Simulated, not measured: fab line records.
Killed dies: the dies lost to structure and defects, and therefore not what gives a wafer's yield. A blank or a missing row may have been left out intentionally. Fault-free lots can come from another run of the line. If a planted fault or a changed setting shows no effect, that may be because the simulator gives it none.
Which tool is to blame? | flow n5_finfet | Sampling: 15 lots, 43 wafers, 6 of 1938 route steps

## WHAT THE GAUGES SHOWED, per wafer
N5_BEOL_M5_INSPECT_13: inspects for defects (brightfield).
lot  | measured     | on                | raw_defect_count
L723 | day 10 07:43 | defect_inspect-02 | 395 584 320
L726 | day 10 08:20 | defect_inspect-02 | 319 481 373
L727 | day 11 00:55 | defect_inspect-02 | 419 475 426
L736 | day 12 19:06 | defect_inspect-01 | 297 387 362
L735 | day 13 04:05 | defect_inspect-01 | 341 480 327
L734 | day 13 14:44 | defect_inspect-02 | 608 517 487
L739 | day 13 15:02 | defect_inspect-01 | 460 424 401
L737 | day 13 15:18 | defect_inspect-02 | 386 384
L741 | day 14 09:51 | defect_inspect-01 | 376 418
L738 | day 14 11:26 | defect_inspect-01 | 472 395 352
L740 | day 14 14:23 | defect_inspect-02 | 469 430 496
L742 | day 14 23:04 | defect_inspect-02 | 317 322 448
L744 | day 15 06:12 | defect_inspect-01 | 321 263 347
L743 | day 15 13:01 | defect_inspect-02 | 433 380 413
L745 | day 15 16:18 | defect_inspect-01 | 350 315 440

N5_BEOL_M5_CD_MEAS_18: pitch 56 nm, target cd 28 nm.
lot  | measured     | on        | cd_nm (nm)
L723 | day 10 08:18 | cd_sem-01 | 28.7 27.5 27.7
L726 | day 10 08:47 | cd_sem-03 | 28.0 27.6 28.3
L727 | day 11 01:29 | cd_sem-02 | 27.8 27.6 27.8
L736 | day 12 19:59 | cd_sem-01 | - - -
L735 | day 13 04:38 | cd_sem-03 | - - -
L734 | day 13 15:38 | cd_sem-03 | - - -
L739 | day 13 15:43 | cd_sem-02 | 28.1 28.5 27.7
L737 | day 13 15:48 | cd_sem-03 | 27.8 27.5
L741 | day 14 10:25 | cd_sem-02 | 27.8 27.8
L738 | day 14 11:54 | cd_sem-02 | 27.3 27.5 27.3
L740 | day 14 15:14 | cd_sem-02 | 28.0 27.1 27.8
L742 | day 14 23:40 | cd_sem-02 | 27.4 27.8 27.4
L744 | day 15 07:01 | cd_sem-03 | 27.5 27.9 27.3
L743 | day 15 13:29 | cd_sem-03 | 28.0 27.4 27.4
L745 | day 15 16:46 | cd_sem-03 | 27.4 27.4 28.0

## WHICH TOOL RAN EACH LOT (tool, then ch and the chambers of the sampled wafers, then the start)
lot  | N5_BEOL_M4_SPUTTER_94        | N5_BEOL_M5_ETCH_72                 | N5_BEOL_M5_ETCH_62                 | N5_BEOL_M5_HM_OPEN_17
L723 | pvd_sputter-03, day 10 00:19 | rie_diel-02 ch 0,1,3, day 10 07:55 | rie_diel-02 ch 0,1,3, day 10 07:57 | rie_metal-02 ch 0,1, day 10 08:09
L726 | pvd_sputter-03, day 10 04:45 | rie_diel-03 ch 1,2,3, day 10 08:24 | rie_diel-03 ch 1,2,3, day 10 08:26 | rie_metal-02 ch 0,1, day 10 08:37
L727 | pvd_sputter-03, day 10 19:17 | rie_diel-02 ch 0,1,3, day 11 00:59 | rie_diel-02 ch 0,1,3, day 11 01:02 | rie_metal-02 ch 0, day 11 01:13
L736 | pvd_sputter-01, day 12 12:09 | rie_diel-02 ch 0,1,2, day 12 19:18 | rie_diel-02 ch 0,1,2, day 12 19:21 | rie_metal-02 ch 0,1, day 12 19:31
L735 | pvd_sputter-01, day 12 22:54 | rie_diel-02 ch 0,1,3, day 13 04:09 | rie_diel-02 ch 0,1,3, day 13 04:11 | rie_metal-03 ch 1, day 13 04:22
L734 | pvd_sputter-01, day 13 10:31 | rie_diel-06 ch 0,3, day 13 15:14   | rie_diel-06 ch 0,3, day 13 15:17   | rie_metal-03 ch 1, day 13 15:27
L739 | pvd_sputter-02, day 13 10:36 | rie_diel-03 ch 0,1,3, day 13 15:19 | rie_diel-03 ch 0,1,3, day 13 15:22 | rie_metal-02 ch 0, day 13 15:32
L737 | pvd_sputter-03, day 13 10:59 | rie_diel-02 ch 2,3, day 13 15:25   | rie_diel-02 ch 2,3, day 13 15:27   | rie_metal-03 ch 0,1, day 13 15:37
L741 | pvd_sputter-02, day 14 03:53 | rie_diel-06 ch 0, day 14 10:01     | rie_diel-06 ch 0, day 14 10:03     | rie_metal-01 ch 0, day 14 10:15
L738 | pvd_sputter-03, day 14 06:28 | rie_diel-06 ch 1,2, day 14 11:31   | rie_diel-06 ch 1,2, day 14 11:34   | rie_metal-01 ch 0,1, day 14 11:43
L740 | pvd_sputter-01, day 14 10:05 | rie_diel-06 ch 0,2,3, day 14 14:40 | rie_diel-06 ch 0,2,3, day 14 14:42 | rie_metal-01 ch 0,1, day 14 14:52
L742 | pvd_sputter-02, day 14 17:58 | rie_diel-03 ch 0,3, day 14 23:08   | rie_diel-03 ch 0,3, day 14 23:11   | rie_metal-03 ch 0,1, day 14 23:23
L744 | pvd_sputter-03, day 15 01:52 | rie_diel-02 ch 1,2,3, day 15 06:31 | rie_diel-02 ch 1,2,3, day 15 06:34 | rie_metal-03 ch 0,1, day 15 06:44
L743 | pvd_sputter-03, day 15 08:40 | rie_diel-02 ch 0,1,2, day 15 13:05 | rie_diel-02 ch 0,1,2, day 15 13:08 | rie_metal-03 ch 1, day 15 13:17
L745 | pvd_sputter-02, day 15 11:55 | rie_diel-03 ch 0,1,3, day 15 16:22 | rie_diel-03 ch 0,1,3, day 15 16:25 | rie_metal-03 ch 0,1, day 15 16:35
- N5_BEOL_M4_SPUTTER_94: material Cu, target thk 4.5 nm, time 8.29 s.
- N5_BEOL_M5_ETCH_72: etches underlayer in N2/H2, target depth 6.5 nm, time 5.2 s.
- N5_BEOL_M5_ETCH_62: etches SOC in N2/H2, target depth 75 nm, overetch 15 nm, time 112.5 s.
- N5_BEOL_M5_HM_OPEN_17: chemistry Cl2/BCl3, target TiN, target depth 20 nm, overetch 6 nm.

## AS READ BY THE TOOLS THEMSELVES (means over the sampled wafers that have a number; for cases with no such wafer, the mark the record gives instead)
N5_BEOL_M4_SPUTTER_94.
lot  | tool           | chuck_gas_flow_sccm (sccm) | throttle_valve_pct (%)
L723 | pvd_sputter-03 | 1.27                       | 29.7
L726 | pvd_sputter-03 | 1.29                       | 28.6
L727 | pvd_sputter-03 | 1.24                       | 29.3
L736 | pvd_sputter-01 | 1.24                       | 29.5
L735 | pvd_sputter-01 | 1.29                       | 29.4
L734 | pvd_sputter-01 | 1.25                       | 30.1
L739 | pvd_sputter-02 | 1.25                       | 29.3
L737 | pvd_sputter-03 | 1.33                       | 30.1
L741 | pvd_sputter-02 | 1.31                       | 29.9
L738 | pvd_sputter-03 | 1.27                       | 30.0
L740 | pvd_sputter-01 | 1.28                       | 29.2
L742 | pvd_sputter-02 | 1.21                       | 29.6
L744 | pvd_sputter-03 | 1.23                       | 30.1
L743 | pvd_sputter-03 | 1.28                       | 29.9
L745 | pvd_sputter-02 | 1.25                       | 29.7

N5_BEOL_M5_ETCH_72.
lot  | tool        | bias_w (W) | chamber_pressure_mTorr (mTorr) | drypump_motor_current_A (A) | etch_rf_on_time_s (s) | h2_flow_sccm (sccm) | oes_product_au (a.u.) | rf_vpp_V (V) | showerhead_plenum_p_Torr (Torr) | throttle_valve_pct (%)
L723 | rie_diel-02 | 150.1      | 30.03                          | 5.6                         | 5.30                  | 200.0               | 0.67                  | 524          | 2.52                            | 17.78
L726 | rie_diel-03 | 150.2      | 30.01                          | 5.6                         | 5.18                  | 199.9               | 0.63                  | 526          | 2.59                            | 17.98
L727 | rie_diel-02 | 150.1      | 29.99                          | 5.6                         | 5.24                  | 199.3               | 0.67                  | 523          | 2.51                            | 17.81
L736 | rie_diel-02 | 149.9      | 30.01                          | 5.5                         | 5.02                  | 199.9               | 0.67                  | 525          | 2.54                            | 17.79
L735 | rie_diel-02 | 149.9      | 29.99                          | 5.5                         | 5.19                  | 200.1               | 0.66                  | 523          | 2.51                            | 17.83
L734 | rie_diel-06 | 149.8      | 29.97                          | 5.6                         | 5.23                  | 199.6               | 0.69                  | 522          | 2.49                            | 17.70
L739 | rie_diel-03 | 150.1      | 29.96                          | 5.8                         | 5.27                  | 200.0               | 0.65                  | 525          | 2.59                            | 18.07
L737 | rie_diel-02 | 149.9      | 29.95                          | 5.6                         | 5.24                  | 200.6               | 0.60                  | 521          | 2.45                            | 17.92
L741 | rie_diel-06 | 150.1      | 29.96                          | 5.5                         | 5.26                  | 200.7               | 0.73                  | 522          | 2.48                            | 17.57
L738 | rie_diel-06 | 149.4      | 29.97                          | 5.7                         | 5.28                  | 200.0               | 0.65                  | 520          | 2.41                            | 17.90
L740 | rie_diel-06 | 149.6      | 29.96                          | 5.7                         | 5.28                  | 199.8               | 0.65                  | 521          | 2.44                            | 17.86
L742 | rie_diel-03 | 149.9      | 29.96                          | 5.6                         | 5.34                  | 199.8               | 0.66                  | 525          | 2.61                            | 18.18
L744 | rie_diel-02 | 150.0      | 30.00                          | 5.6                         | 5.17                  | 200.1               | 0.63                  | 523          | 2.51                            | 17.85
L743 | rie_diel-02 | 150.6      | 29.96                          | 5.5                         | 5.03                  | 199.7               | 0.66                  | 525          | 2.53                            | 17.83
L745 | rie_diel-03 | 150.1      | 30.02                          | 5.8                         | 5.23                  | 200.8               | 0.64                  | 524          | 2.58                            | 18.09

N5_BEOL_M5_ETCH_62.
lot  | tool        | bias_w (W) | chamber_pressure_mTorr (mTorr) | drypump_motor_current_A (A) | h2_flow_sccm (sccm) | oes_product_au (a.u.) | rf_vpp_V (V) | showerhead_plenum_p_Torr (Torr) | throttle_valve_pct (%)
L723 | rie_diel-02 | 149.8      | 29.993                         | 5.6                         | 200.3               | 0.62                  | 522.5        | 2.52                            | 17.75
L726 | rie_diel-03 | 150.4      | 29.962                         | 5.6                         | 200.8               | 0.58                  | 525.6        | 2.59                            | 17.94
L727 | rie_diel-02 | 150.1      | 29.995                         | 5.5                         | 200.0               | 0.62                  | 523.3        | 2.51                            | 17.75
L736 | rie_diel-02 | -          | -                              | -                           | -                   | -                     | -            | -                               | -
L735 | rie_diel-02 | -          | -                              | -                           | -                   | -                     | -            | -                               | -
L734 | rie_diel-06 | -          | -                              | -                           | -                   | -                     | -            | -                               | -
L739 | rie_diel-03 | 150.0      | 30.029                         | 5.8                         | 200.4               | 0.60                  | 525.2        | 2.59                            | 18.02
L737 | rie_diel-02 | 149.7      | 30.005                         | 5.7                         | 199.7               | 0.57                  | 521.5        | 2.45                            | 17.90
L741 | rie_diel-06 | 150.8      | 29.988                         | 5.5                         | 199.7               | 0.68                  | 523.3        | 2.48                            | 17.53
L738 | rie_diel-06 | 150.0      | 29.989                         | 5.7                         | 200.3               | 0.61                  | 520.5        | 2.41                            | 17.86
L740 | rie_diel-06 | 150.1      | 30.015                         | 5.7                         | 199.8               | 0.61                  | 520.4        | 2.44                            | 17.83
L742 | rie_diel-03 | 150.4      | 30.022                         | 5.6                         | 200.1               | 0.62                  | 524.9        | 2.61                            | 18.14
L744 | rie_diel-02 | 150.4      | 29.990                         | 5.5                         | 200.3               | 0.58                  | 523.2        | 2.51                            | 17.82
L743 | rie_diel-02 | 150.4      | 29.991                         | 5.5                         | 199.9               | 0.60                  | 524.0        | 2.53                            | 17.78
L745 | rie_diel-03 | 149.7      | 29.998                         | 5.8                         | 200.8               | 0.60                  | 525.2        | 2.58                            | 18.07

N5_BEOL_M5_HM_OPEN_17.
lot  | tool         | drypump_motor_current_A (A) | oes_product_au (a.u.) | throttle_valve_pct (%)
L723 | rie_metal-02 | 5.57                        | 0.69                  | 21.95
L726 | rie_metal-02 | 5.46                        | 0.70                  | 22.03
L727 | rie_metal-02 | 5.66                        | 0.69                  | 21.85
L736 | rie_metal-02 | 5.55                        | 0.30                  | 22.60
L735 | rie_metal-03 | 5.72                        | 0.33                  | 22.83
L734 | rie_metal-03 | 5.75                        | 0.33                  | 22.83
L739 | rie_metal-02 | 5.66                        | 0.68                  | 21.86
L737 | rie_metal-03 | 5.73                        | 0.79                  | 22.18
L741 | rie_metal-01 | 5.75                        | 0.74                  | 22.27
L738 | rie_metal-01 | 5.80                        | 0.73                  | 22.42
L740 | rie_metal-01 | 5.78                        | 0.73                  | 22.36
L742 | rie_metal-03 | 5.73                        | 0.77                  | 22.18
L744 | rie_metal-03 | 5.70                        | 0.75                  | 22.20
L743 | rie_metal-03 | 5.73                        | 0.73                  | 22.19
L745 | rie_metal-03 | 5.72                        | 0.77                  | 22.20

## THE ANSWER, worked out from the rows above alone
Rule: what is usual is taken from the lots themselves. The widest of any qualifying gaps counts: lots, ordered by their means at a reading, are off when they make up no more than a third of the lots, leave a main group of 4 or more, and stand apart from it by 3 or more times the standard deviation of that group's means. A main group whose means are all the same, to the digits that the tables above print for the reading, isn't used. A lot without any number at a reading at which 4 lots or more have one is off too. Any other lot the step has rows for is counted as sound. First the gauges in route order, then the tools' own readings, where a lot's mean is used as printed above. The first step at which some lot is off is used, and at that step the reading that is off furthest; a lot without a number counts as furthest.
Off: L736, L735, L734, at N5_BEOL_M5_CD_MEAS_18 (cd_nm). Without a number there: L736, L735, L734. Main group: mean 27.7 nm, sd 0.2.
A tool fits if, at a process step before that reading, it ran every lot that is off, and no sound lot after the first of them. Not tried: the gauges at N5_BEOL_M5_CD_MEAS_18; whatever is off there is also off at N5_BEOL_M5_ETCH_62, on other tools, and gauge error can't account for it. No candidate that was tried fits.

## WHAT WAS PUT IN BY THE SIMULATOR
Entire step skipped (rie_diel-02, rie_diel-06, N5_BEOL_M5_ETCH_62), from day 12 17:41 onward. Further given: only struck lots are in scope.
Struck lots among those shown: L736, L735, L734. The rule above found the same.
